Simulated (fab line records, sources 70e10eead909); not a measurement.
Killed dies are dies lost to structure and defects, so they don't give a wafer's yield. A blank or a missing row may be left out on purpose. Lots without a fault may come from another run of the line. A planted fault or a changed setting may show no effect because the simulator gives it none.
A struck lot beside a sound one | flow nand_harc | 19 steps out of a route of 1302
Sound: wafers L622.1, L622.2, L622.3. Struck: wafers L616.2, L616.3, L616.4. The cause comes at the end.
At each step with rows: each side's tool, then ch and its chambers, then its first start. Under that, the readings that differ: sound wafers | struck wafers | difference of the means | sigmas: that difference in standard deviations of wafers without a fault.
alike: readings whose means differ by less than 2 such deviations, and words and numbers that are the same on both sides. not compared: withheld readings, readings that some wafer has no value for, bounds like >300 that may hide the same value, and numbers for which the record gives no deviation and whose values overlap.
The two part at a step that has a row with sigmas, a row that says differs or no value, or rows on one side only. Numbers that don't overlap but have no deviation are shown without sigmas and don't part them. A reading that every wafer of one side lacks parts them only if that side has two wafers or more.

NHARC_A_ZERO_WELL_DESCUM_12: chemistry O2, time 3 s.
  sound on rie_diel-04 ch 0,1,3, day 14 16:40; struck on rie_diel-03 ch 0,2,3, day 11 15:35
  reading                | sound    | struck | difference | sigmas
  rf_hours_counter_h (h) | 41 43 40 | 4 4 4  | -37        |
  alike: drypump_motor_current_A, oes_product_au, rf_vpp_V, showerhead_plenum_p_Torr, throttle_valve_pct
NHARC_A_ZERO_WELL_ETCH_19: etches the open film in N2/H2, target depth 80 nm, overetch 24 nm, time 87.88 s.
  sound on rie_diel-04 ch 0,2,3, day 14 16:46; struck on rie_diel-03 ch 0,1,3, day 11 15:40
  reading                | sound    | struck | difference | sigmas
  rf_hours_counter_h (h) | 43 41 33 | 4 4 4  | -35        |
  alike: bias_w, drypump_motor_current_A, oes_product_au, rf_vpp_V, showerhead_plenum_p_Torr, throttle_valve_pct
NHARC_A_ZERO_WELL_ETCH_13: etches the open film in HBr/Cl2, target depth 120 nm, time 40.1 s.
  sound on rie_si-05 ch 1,2,3, day 14 16:53; struck on rie_si-01 ch 0,2,3, day 11 15:47
  reading                | sound       | struck      | difference | sigmas
  rf_hours_counter_h (h) | 0.1 0.1 0.1 | 0.4 0.4 0.4 | +0.3       |
  alike: bias_w, drypump_motor_current_A, oes_product_au, throttle_valve_pct
then, 4 steps without rows for these wafers: NHARC_A_ZERO_WELL_STRIP_14 (strips in SPM, time 900 s); NHARC_A_ZERO_WELL_IMPLANT_15; NHARC_A_ZERO_WELL_PRECLEAN_22 (cleans in SC1, time 60 s); NHARC_A_ZERO_WELL_SRD_23.
NHARC_A_ZERO_WELL_RTA_16: time 10 s.
  sound on rtp_anneal-02 ch 0, day 14 17:47; struck on rtp_anneal-01 ch 0, day 11 16:43
  reading             | sound    | struck   | difference | sigmas
  lamp_power_pct (%)  | 35 35 35 | 27 27 27 | -8         | -2
  lamp_zone_6_pct (%) | 35 35 35 | 27 27 27 | -8         | -2
  alike: anneal_temp_c_max, wafer_temp_C_max
NHARC_A_ZERO_WELL_INSPECT_17:
  sound on defect_inspect-02, day 14 17:59; struck on defect_inspect-02, day 11 16:53
  alike: raw_defect_count
then, 2 steps without rows for these wafers: NHARC_A_SOURCE_PLATE_PRECLEAN_00 (cleans in HF-LAST, time 60 s); NHARC_A_SOURCE_PLATE_SRD_01.
NHARC_A_SOURCE_PLATE_OXIDE_02: material SiO2, target thk 10 nm, ox time 1362 s.
  sound on furnace-05 ch 0, day 14 20:49; struck on furnace-08 ch 0, day 11 20:08
  alike: ox_temp_c, spike_tc_lower_C, spike_tc_top_C
NHARC_A_SOURCE_PLATE_THK_MEAS_09: measures by ellipsometry.
  sound on film_metro-01, day 15 00:55; struck on film_metro-01, day 12 00:12
  alike: thk_nm
then, 3 steps without rows for these wafers: NHARC_A_SOURCE_PLATE_PVD_04 (deposits WSi2, target thk 50 nm); NHARC_A_SOURCE_PLATE_CVD_03 (deposits poly-Si, target thk 200 nm, time 4000 s); NHARC_A_SOURCE_PLATE_ANNEAL_05 (time 1800 s).
NHARC_A_SOURCE_PLATE_THK_MEAS_06: measures by ellipsometry.
  sound on film_metro-02, day 15 13:54; struck on film_metro-01, day 12 13:42
  reading     | sound             | struck            | difference | sigmas
  thk_nm (nm) | 198.7 199.2 200.2 | 204.4 206.9 202.1 | +5.1       | +2
NHARC_A_SOURCE_PLATE_INSPECT_08:
  sound on defect_inspect-02, day 15 14:00; struck on defect_inspect-01, day 12 13:59
  reading          | sound    | struck         | difference | sigmas
  raw_defect_count | 49 38 58 | 1193 1137 1192 | +1126      | +56
  not compared: hold
then, 1 step without rows for these wafers: NHARC_END_SORT_01.

WHERE THEY PART
First at NHARC_A_ZERO_WELL_RTA_16; last, within this record, at NHARC_A_SOURCE_PLATE_INSPECT_08.

WHY: what the simulator had put in
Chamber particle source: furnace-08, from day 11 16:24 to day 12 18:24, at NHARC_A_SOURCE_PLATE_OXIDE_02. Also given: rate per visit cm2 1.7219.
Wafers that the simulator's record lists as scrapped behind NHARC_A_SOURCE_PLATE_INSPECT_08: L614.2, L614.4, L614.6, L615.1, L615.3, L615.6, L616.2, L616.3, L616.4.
